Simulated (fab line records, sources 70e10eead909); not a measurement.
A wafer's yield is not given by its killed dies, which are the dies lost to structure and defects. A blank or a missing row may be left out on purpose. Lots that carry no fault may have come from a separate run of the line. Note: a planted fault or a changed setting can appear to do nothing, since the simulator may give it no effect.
Chamber matching ; flow nand-harc ; 4 sister chambers for NHARC_A_STAIRCASE_TRIM_196 on rie-diel-13
The step chemistry O2, time 211.2 s. 8 wafers are shown with their chamber, then 12 later ones without.

## WAFERS WITH THEIR CHAMBER
wafer;chamber;showerhead-plenum-p-Torr (Torr);oes-product-au (a.u.)
L083.3;2;3.50;1.008
L084.6;0;3.67;1.009
L085.1;3;3.57;0.998
L085.5;3;3.57;1.009
L085.6;2;3.49;1.018
L086.1;1;3.36;0.977
L086.4;0;3.67;1.000
L086.5;1;3.35;0.992

## WAFERS WITHOUT THEIR CHAMBER
wafer;showerhead-plenum-p-Torr (Torr);oes-product-au (a.u.)
L087.2;3.35;0.996
L087.3;3.67;1.001
L087.5;3.35;0.985
L088.1;3.66;1.005
L088.3;3.57;1.014
L088.4;3.49;1.032
L092.1;3.66;0.971
L092.4;3.66;0.979
L092.6;3.35;1.001
L095.2;3.48;1.001
L095.4;3.48;0.995
L095.6;3.66;0.990

## CHAMBER TAKEN BY EACH
wafer;from the rows above;in truth
L087.2;1;1
L087.3;0;0
L087.5;1;1
L088.1;0;0
L088.3;3;3
L088.4;2;2
L092.1;0;0
L092.4;0;0
L092.6;1;1
L095.2;2;2
L095.4;2;2
L095.6;0;0
Placed correctly: 12 of 12. Can't be placed from these rows: 0. 0 placed wrongly.
How it was worked out, from the rows above alone: a wafer's distance from a chamber is the root of the sum, over the readings, of the square of ((its reading less the chamber's mean) divided by the reading's scatter). If the next closest chamber is less than 2 further off than the closest, the wafer can't be placed; otherwise it belongs to the closest. A chamber's mean is the mean of its shown wafers. The scatter is the square root of a quotient: the sum, over the shown wafers, of each reading's squared deviation from its chamber's mean, divided by wafers minus chambers.
